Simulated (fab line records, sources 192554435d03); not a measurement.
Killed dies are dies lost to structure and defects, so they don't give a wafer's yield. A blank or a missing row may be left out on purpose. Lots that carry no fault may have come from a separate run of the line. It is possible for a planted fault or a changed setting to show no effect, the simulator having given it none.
Chamber matching | flow n5-finfet | 4 sister chambers for N5_BEOL_M7_DESCUM_33 on rie-diel-06
The step chemistry O2, time 7 s. 22 wafers are shown with their chamber, then 11 later ones without.

## WAFERS WITH THEIR CHAMBER
wafer  | chamber | showerhead-plenum-p-Torr (Torr) | drypump-motor-current-A (A) | throttle-valve-pct (%)
L074.1 | 0       | 1.99                            | 5.8                         | 20.62
L074.2 | 2       | 2.01                            | 5.7                         | 20.57
L074.3 | 1       | 2.08                            | 6.6                         | 20.54
L079.1 | 1       | 2.08                            | 6.5                         | 20.56
L079.2 | 0       | 1.98                            | 5.7                         | 20.61
L079.6 | 0       | 1.98                            | 5.7                         | 20.63
L081.4 | 1       | 2.08                            | 6.5                         | 20.55
L081.5 | 3       | 1.99                            | 6.0                         | 20.48
L081.6 | 0       | 1.98                            | 5.7                         | 20.64
L086.3 | 0       | 1.98                            | 5.8                         | 20.63
L086.4 | 3       | 1.99                            | 5.9                         | 20.49
L086.5 | 0       | 1.98                            | 5.7                         | 20.64
L084.1 | 0       | 1.98                            | 5.7                         | 20.66
L084.3 | 2       | 2.01                            | 5.7                         | 20.60
L084.5 | 2       | 2.01                            | 5.6                         | 20.61
L087.1 | 0       | 1.98                            | 5.7                         | 20.64
L087.2 | 2       | 2.01                            | 5.6                         | 20.62
L087.3 | 3       | 1.98                            | 6.0                         | 20.53
L088.1 | 2       | 2.01                            | 5.7                         | 20.59
L088.2 | 0       | 1.98                            | 5.7                         | 20.65
L088.6 | 2       | 2.00                            | 5.7                         | 20.61
L089.1 | 3       | 1.98                            | 5.9                         | 20.51

SIGNATURES (averages over the wafers above)
reading                  | chamber 0 | chamber 1 | chamber 2 | chamber 3 | scatter within a chamber
showerhead-plenum-p-Torr | 1.9811    | 2.0800    | 2.0083    | 1.9850    | 0.00389
drypump-motor-current-A  | 5.722     | 6.533     | 5.667     | 5.950     | 0.0503
throttle-valve-pct       | 20.6356   | 20.5500   | 20.6000   | 20.5025   | 0.0168
Rule: a wafer lies at a distance from a chamber equal to the root of the sum of squares, over the readings, of (its reading less the chamber's mean, divided by the reading's scatter). If the next closest chamber is less than 2 further off than the closest, the wafer can't be placed; otherwise it belongs to the closest. The scatter: take each reading less its chamber's mean, square it, sum over the shown wafers, divide by the number of wafers less the number of chambers, and take the root.

## WAFERS MISSING THEIR CHAMBER
wafer  | showerhead-plenum-p-Torr (Torr) | drypump-motor-current-A (A) | throttle-valve-pct (%)
L089.4 | 2.00                            | 5.6                         | 20.62
L089.6 | 1.98                            | 5.9                         | 20.53
L090.1 | 2.00                            | 5.6                         | 20.61
L090.3 | 2.07                            | 6.6                         | 20.61
L090.4 | 1.97                            | 5.7                         | 20.67
L091.2 | 2.07                            | 6.5                         | 20.59
L091.4 | 2.00                            | 5.7                         | 20.61
L091.5 | 1.98                            | 6.0                         | 20.52
L097.1 | 2.00                            | 5.7                         | 20.64
L097.4 | 1.98                            | 6.0                         | 20.54
L097.5 | 2.00                            | 5.7                         | 20.64

## EACH ONE'S CHAMBER
wafer  | from the rows above     | in truth
L089.4 | 2                       | 2
L089.6 | 3                       | 3
L090.1 | 2                       | 2
L090.3 | 1                       | 1
L090.4 | 0                       | 0
L091.2 | 1                       | 1
L091.4 | 2                       | 2
L091.5 | 3                       | 3
L097.1 | can't be placed: 2 or 0 | 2
L097.4 | 3                       | 3
L097.5 | can't be placed: 2 or 0 | 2
Correct placement for 9 of the 11. Can't be placed from these rows: 2 (the true chamber is among the candidates in 2). Number placed wrongly: 0.
